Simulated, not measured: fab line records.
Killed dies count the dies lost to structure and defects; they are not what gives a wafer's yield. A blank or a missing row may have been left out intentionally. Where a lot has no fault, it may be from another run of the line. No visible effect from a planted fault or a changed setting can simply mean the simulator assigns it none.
fab line records | flow n5_finfet
record: lots: 6 wafers: 16 last_day: 16
route steps=1938 shown BEOL_M3@937 BEOL_M4@1111
lots that met no fault: taken from a fault-free run of the same line
start_h: hours from the record's opening day to when the first of the lot's shown wafers began | wait_h: hours elapsed since this lot's preceding step | " as in the row above | L1.1+2: several wafers, shown together as one row | - value missing, or start not given | * or withheld: withheld | < > ~ a bound
route shown NAME@n: a module of which the file shows steps, and the number in the route of the first | usual: average and standard deviation across the fault-free wafers | same: alike in all rows | chamber/n: place in a boat | sites: readings site by site | _std_site: the standard deviation of these | _edge_site: the outer-site mean with the inner-site mean subtracted | radius_mm: how far each site lies from the wafer's centre | mask NAME#n: copy n | behind: the last tool/chamber to shape the wafer | hold: why the lot was held/for how many hours/how that ended | device: the transistor (n, p or np) that didn't switch | end of line: the tests these same wafers got at the end of their route | a step given without rows: its recipe and nothing more | killed: the dies lost at the first sort to structure and to defects; this is not the yield of the wafer | map: the dies of a wafer, with x for killed, . for not killed, _ for no die there
set.NAME: setting as actually run; set.NAME@STEP: the setting as run at that earlier step | model.NAME: the simulator's own value behind a step, which no gauge read
lots seen at some steps along the route; tables by step, rows by wafer
services: a tool's chamber out of use, with start hour (start_h, from the record's first day; less than 0 if before it), hours out, and reason
== steps ==
step: N5_BEOL_M3_COAT_73
recipe: resist: underlayer temp_c: 205 time_s: 60 spin_rpm: 1500 resist_thk_nm: 5
step: N5_BEOL_M3_COAT_05
recipe: resist: CAR-EUV spin_rpm: 1500 resist_thk_nm: 30
step: N5_BEOL_M3_EBR_07
recipe: solvent: PGMEA ebr_width_mm: 1.5
step: N5_BEOL_M3_SOFTBAKE_06
recipe: temp_c: 110 time_s: 60 resist: CAR-EUV
step: N5_BEOL_M3_EXPOSE_08
recipe: mask_id: M3 na: 0.33 source_shape: dipole sigma_inner: 0.369 sigma_outer: 0.767 polarization: unpolarized dose_mj: 33
step: N5_BEOL_M3_PEB_09
recipe: peb_temp_c: 100 peb_time_s: 60 resist: CAR-EUV
step: N5_BEOL_M3_DEVELOP_10
recipe: develop_time_s: 30 developer: TMAH resist: CAR-EUV rinse_liquid: surfactant_rinse dry: air_spin dev_temp_c: 23
step: N5_BEOL_M3_CD_MEAS_11
recipe: target_cd_nm: 17.05 landing_energy_ev: 500 detector: se_inlens polarity: opening
usual: cd_nm: 17.09/0.25
columns lot.wafer tool chamber start_h wait_h cd_nm
L802.2 cd_sem-03 0 153.60 - 16.78
L802.5 " 0 " " 16.97
L802.6 " 0 " " 16.83
L803.2 cd_sem-02 0 156.01 - 16.94
L803.3 " 0 " " 17.03
L803.5 " 0 " " 16.93
L812.1 cd_sem-01 0 219.85 - 16.90
L812.5 " 0 " " 17.14
L814.2 cd_sem-01 0 225.19 - 17.15
L814.4 " 0 " " 17.50
L817.1 cd_sem-03 0 243.77 - 17.16
L817.5 " 0 " " 16.62
L817.6 " 0 " " 16.94
L819.1 cd_sem-03 0 268.91 - 17.05
L819.3 " 0 " " 17.12
L819.5 " 0 " " 17.01
step: N5_BEOL_M3_OVL_MEAS_12
recipe: points_per_wafer: 522
usual: M3_OVL: -0.1/0.72
columns lot.wafer tool chamber start_h wait_h M3_OVL[nm]
L802.2 overlay-02 0 153.64 0.0 -0.2
L802.5 " 0 " " -0.9
L802.6 " 0 " " 0.2
L803.2 overlay-02 0 156.05 0.0 -0.1
L803.3 " 0 " " -1.5
L803.5 " 0 " " -0.3
L812.1 overlay-01 0 219.88 0.0 0.3
L812.5 " 0 " " -0.7
L814.2 overlay-01 0 225.23 0.0 0.4
L814.4 " 0 " " 0.1
L817.1 overlay-01 0 243.80 0.0 -0.7
L817.5 " 0 " " -0.8
L817.6 " 0 " " -1.1
L819.1 overlay-01 0 268.94 0.0 -0.8
L819.3 " 0 " " -0.7
L819.5 " 0 " " -0.7
step: N5_BEOL_M3_INSPECT_13
recipe: mode: adi inspect_instrument: brightfield
usual: raw_defect_count: 435/95
columns lot.wafer tool chamber start_h wait_h raw_defect_count
L802.2 defect_inspect-01 - 153.69 0.0 270
L802.5 " - " " 333
L802.6 " - " " 414
L803.2 defect_inspect-02 - 156.10 0.0 412
L803.3 " - " " 361
L803.5 " - " " 424
L812.1 defect_inspect-01 - 219.94 0.1 444
L812.5 " - " " 363
L814.2 defect_inspect-01 - 225.28 0.0 470
L814.4 " - " " 387
L817.1 defect_inspect-02 - 243.86 0.1 598
L817.5 " - " " 517
L817.6 " - " " 633
L819.1 defect_inspect-02 - 269.00 0.1 328
L819.3 " - " " 555
L819.5 " - " " 446
step: N5_BEOL_M3_DESCUM_16
recipe: chemistry: O2 time_s: 7 source_power_w: 50 bias_power_w: 20 pressure_mtorr: 20 rf_frequency_hz: 2.712e+07 temp_c: 40 resist: CAR-EUV o2_flow_sccm: 225
usual: drypump_motor_current_A: 5.7/0.53 oes_product_au: 0.78/0.089 rf_vpp_V: 243.8/1.6 showerhead_plenum_p_Torr: 2.12/0.087 throttle_valve_pct: 20.44/0.25
columns lot.wafer tool chamber start_h wait_h drypump_motor_current_A oes_product_au rf_hours_counter_h rf_vpp_V showerhead_plenum_p_Torr throttle_valve_pct
L802.2 rie_diel-05 2 153.85 0.2 5.0 0.72 184 243.6 2.15 20.73
L802.5 " 3 " " 5.6 0.75 - 242.7 2.18 20.25
L802.6 " 2 " " 5.0 0.73 - 243.9 2.15 20.73
L803.2 rie_diel-05 0 156.14 0.0 6.2 0.72 216 241.9 1.97 20.55
L803.3 " 3 " " 5.6 0.74 159 244.1 2.18 20.25
L803.5 " 3 " " 5.6 0.74 - 245.3 2.18 20.24
L812.1 rie_diel-05 3 219.97 0.0 5.6 0.73 177 245.3 2.18 20.28
L812.5 " 1 " " 5.7 0.86 - 243.0 2.13 20.52
L814.2 rie_diel-05 0 225.31 0.0 6.1 0.70 232 241.7 1.97 20.58
L814.4 " 3 " " 5.6 0.73 178 245.6 2.18 20.28
L817.1 rie_diel-06 2 243.89 0.0 5.9 0.95 5 241.5 2.05 20.30
L817.5 " 3 " " 6.5 0.73 - 246.8 2.17 20.29
L817.6 " 0 " " 5.1 0.72 - 241.8 1.98 20.40
L819.1 rie_diel-06 1 269.04 0.0 6.6 0.84 64 244.5 2.20 20.02
L819.3 " 2 " " 5.9 0.93 13 243.8 2.05 20.30
L819.5 " 3 " " 6.5 0.72 - 244.1 2.17 20.30
step: N5_BEOL_M3_ETCH_74
recipe: chemistry: N2/H2 target: underlayer target_depth_a: 65 mask_material: CAR-EUV time_s: 5.2 ion_energy_ev: 200 pressure_mtorr: 30 source_w: 840 bias_w: 150 n2_flow_sccm: 200 h2_flow_sccm: 200 ends: cleared
usual: drypump_motor_current_A: 5.7/0.52 etch_rf_on_time_s: 5.20/0.14 oes_product_au: 0.66/0.073 rf_vpp_V: 525/3.2 showerhead_plenum_p_Torr: 2.58/0.11 throttle_valve_pct: 17.94/0.3
columns lot.wafer tool chamber start_h wait_h drypump_motor_current_A etch_rf_on_time_s oes_product_au rf_hours_counter_h rf_vpp_V showerhead_plenum_p_Torr throttle_valve_pct
L802.2 rie_diel-05 2 153.88 0.0 5.0 5.28 0.62 184 526 2.65 18.51
L802.5 " 3 " " 5.6 5.28 0.62 - 525 2.66 17.76
L802.6 " 2 " " 5.0 5.31 0.62 - 528 2.65 18.54
L803.2 rie_diel-05 0 156.17 0.0 6.2 4.88 0.63 216 518 2.41 18.11
L803.3 " 3 " " 5.6 5.21 0.62 159 527 2.66 17.71
L803.5 " 3 " " 5.6 5.25 0.62 - 527 2.66 17.79
L812.1 rie_diel-05 3 220.01 0.0 5.6 5.33 0.61 177 527 2.65 17.80
L812.5 " 1 " " 5.7 5.19 0.72 - 525 2.58 17.92
L814.2 rie_diel-05 0 225.35 0.0 6.1 4.93 0.63 232 520 2.40 18.12
L814.4 " 3 " " 5.6 5.28 0.62 178 527 2.65 17.80
L817.1 rie_diel-06 2 243.92 0.0 5.9 5.04 0.80 5 524 2.50 17.75
L817.5 " 3 " " 6.5 5.44 0.60 - 528 2.64 17.81
L817.6 " 0 " " 5.1 5.15 0.63 - 520 2.41 17.80
L819.1 rie_diel-06 1 269.07 0.0 6.6 5.27 0.70 64 530 2.69 17.58
L819.3 " 2 " " 5.9 5.08 0.78 13 523 2.49 17.75
L819.5 " 3 " " 6.5 5.47 0.61 - 525 2.63 17.84
step: N5_BEOL_M3_ETCH_63
recipe: chemistry: CF4 target: SiARC target_depth_a: 156 mask_material: CAR-EUV time_s: 26 ion_energy_ev: 80 pressure_mtorr: 40 source_w: 545 bias_w: 36 Ar_flow_sccm: 100 cf4_flow_sccm: 100 ends: cleared
usual: drypump_motor_current_A: 5.7/0.53 etch_rf_on_time_s: 26.0/0.66 oes_product_au: 0.66/0.073 rf_vpp_V: 184.4/1.4 showerhead_plenum_p_Torr: 2.17/0.084 throttle_valve_pct: 15.65/0.24
columns lot.wafer tool chamber start_h wait_h drypump_motor_current_A etch_rf_on_time_s oes_product_au rf_hours_counter_h rf_vpp_V showerhead_plenum_p_Torr throttle_valve_pct
L802.2 rie_diel-05 2 153.90 0.0 5.0 26.2 0.62 184 185.7 2.21 15.96
L802.5 " 3 " " 5.6 26.4 0.62 - 185.3 2.23 15.43
L802.6 " 2 " " 5.0 26.2 0.62 - 185.8 2.21 15.94
L803.2 rie_diel-05 0 156.19 0.0 6.2 25.0 0.64 216 183.0 2.03 15.85
L803.3 " 3 " " 5.6 26.6 0.63 159 184.6 2.23 15.42
L803.5 " 3 " " 5.6 26.2 0.63 - 184.0 2.23 15.43
L812.1 rie_diel-05 3 220.02 0.0 5.6 15.7 0.85 177 184.8 2.22 15.50
L812.5 " 1 " " 5.7 26.1 0.72 - 183.8 2.17 15.56
L814.2 rie_diel-05 0 225.37 0.0 6.1 25.3 0.62 232 183.6 2.03 15.90
L814.4 " 3 " " 5.6 15.9 0.83 178 184.6 2.22 15.48
L817.1 rie_diel-06 2 243.94 0.0 5.9 25.1 0.80 5 184.2 2.11 15.51
L817.5 " 3 " " 6.5 27.3 0.61 - 185.7 2.22 15.51
L817.6 " 0 " " 5.1 26.2 0.62 - 182.9 2.04 15.66
L819.1 rie_diel-06 1 269.09 0.0 6.6 26.3 0.70 64 185.4 2.25 15.30
L819.3 " 2 " " 5.9 24.9 0.78 13 182.9 2.11 15.52
L819.5 " 3 " " 6.5 27.1 0.61 - 184.4 2.21 15.53
step: N5_BEOL_M3_ETCH_64
recipe: chemistry: N2/H2 target: SOC target_depth_a: 750 overetch_a: 150 mask_material: SiARC temp_c: 40 time_s: 112.5 ion_energy_ev: 200 pressure_mtorr: 30 source_w: 840 bias_w: 150 n2_flow_sccm: 200 h2_flow_sccm: 200
usual: drypump_motor_current_A: 5.7/0.52 oes_product_au: 0.62/0.064 rf_vpp_V: 525/3 showerhead_plenum_p_Torr: 2.58/0.11 throttle_valve_pct: 17.91/0.3
columns lot.wafer tool chamber start_h wait_h drypump_motor_current_A oes_product_au rf_hours_counter_h rf_vpp_V showerhead_plenum_p_Torr throttle_valve_pct
L802.2 rie_diel-05 2 153.93 0.0 5.0 0.58 184 526 2.65 18.50
L802.5 " 3 " " 5.6 0.59 - 527 2.66 17.71
L802.6 " 2 " " 5.0 0.58 - 527 2.65 18.50
L803.2 rie_diel-05 0 156.22 0.0 6.2 0.58 216 520 2.41 18.06
L803.3 " 3 " " 5.6 0.59 159 527 2.66 17.72
L803.5 " 3 " " 5.6 0.58 - 528 2.66 17.72
L812.1 rie_diel-05 3 220.05 0.0 5.6 0.58 177 526 2.65 17.76
L812.5 " 1 " " 5.7 0.68 - 526 2.58 17.87
L814.2 rie_diel-05 0 225.39 0.0 6.1 0.56 232 520 2.40 18.08
L814.4 " 3 " " 5.6 0.57 178 524 2.65 17.74
L817.1 rie_diel-06 2 243.97 0.0 5.9 0.73 5 523 2.50 17.73
L817.5 " 3 " " 6.5 0.58 - 528 2.64 17.76
L817.6 " 0 " " 5.2 0.58 - 521 2.41 17.76
L819.1 rie_diel-06 1 269.12 0.0 6.6 0.65 64 526 2.69 17.55
L819.3 " 2 " " 5.9 0.71 13 522 2.49 17.75
L819.5 " 3 " " 6.5 0.58 - 526 2.63 17.78
step: N5_BEOL_M4_RC_MEAS_101
usual: DIBL_N: 36.2/1.7 DIBL_P: 36.2/2.2 IOFF_N: 0.16/0.035 IOFF_P: 0.21/0.042 ION_N: 673/13 ION_P: 462/7.9 SS_N: 71.4/0.59 SS_P: 73.2/0.7 VT_N: 250/3.6 VT_P: -251/3.5
columns lot.wafer tool chamber start_h wait_h DIBL_N[mV/V] DIBL_P[mV/V] IOFF_N[nA/um] IOFF_P[nA/um] ION_N[uA/um] ION_P[uA/um] SS_N[mV/dec] SS_P[mV/dec] VT_N[mV] VT_P[mV]
L802.2 prober-01 0 173.64 0.2 34.1 35.7 0.13 0.20 661 463 71.9 73.1 253 -252
L802.5 " 0 " " 35.0 36.5 0.15 0.22 676 473 71.0 73.6 251 -249
L802.6 " 0 " " 35.7 37.8 0.17 0.24 680 468 71.6 73.5 248 -247
L803.2 prober-02 0 175.38 0.2 35.7 38.2 0.20 0.28 691 470 71.4 74.0 244 -242
L803.3 " 0 " " 35.8 37.6 0.19 0.26 680 466 71.3 73.5 248 -243
L803.5 " 0 " " 36.6 38.1 0.21 0.26 701 472 72.2 74.1 245 -246
L812.1 prober-02 0 244.11 0.0 36.4 36.5 0.14 0.18 672 457 70.7 73.1 250 -256
L812.5 " 0 " " 36.0 36.5 0.13 0.18 668 458 70.6 74.5 250 -254
L814.2 prober-01 0 245.06 0.2 34.2 34.5 0.12 0.19 659 464 71.6 72.0 252 -250
L814.4 " 0 " " 35.0 37.0 0.14 0.23 663 470 71.2 73.3 250 -245
L817.1 prober-02 0 276.94 0.0 35.1 35.7 0.15 0.21 662 457 71.4 72.8 250 -249
L817.5 " 0 " " 34.8 35.5 0.15 0.21 669 461 71.2 72.5 249 -251
L817.6 " 0 " " 37.0 37.2 0.18 0.24 681 465 71.5 73.2 247 -249
L819.1 prober-01 0 287.80 0.0 37.7 35.8 0.18 0.20 674 459 70.9 72.5 249 -249
L819.3 " 0 " " 38.4 36.5 0.17 0.21 670 454 71.9 73.7 251 -252
L819.5 " 0 " " 36.7 34.2 0.15 0.18 659 451 71.3 73.1 253 -251
== services ==
columns tool chamber start_h hours kind
rie_diel-05 0 160.21 8.9 repair
rie_diel-06 2 207.73 - clean
rie_diel-06 2 207.73 - consumable_replace:focus_ring
rie_diel-06 2 207.73 13.7 scheduled_down
rie_diel-06 2 207.73 13.7 vent_cycle
rie_diel-06 - 213.63 0.3 repair
== key ==
first_sign: step: N5_BEOL_M3_ETCH_63 reading: etch_rf_on_time_s direction: down sigmas: 15 usual: * struck: *
effect none on later readings
met_at N5_BEOL_M3_ETCH_63
struck_wafers L812.1,L814.4
onset_between 156.19 220.02
fault: kind: process_parameter_drift tool: rie_diel-05 chamber: - onset_h: 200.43 steps: N5_BEOL_M3_ETCH_63 channel: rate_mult offset: 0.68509 shape: step end_h: 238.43 scope: struck_wafers_only
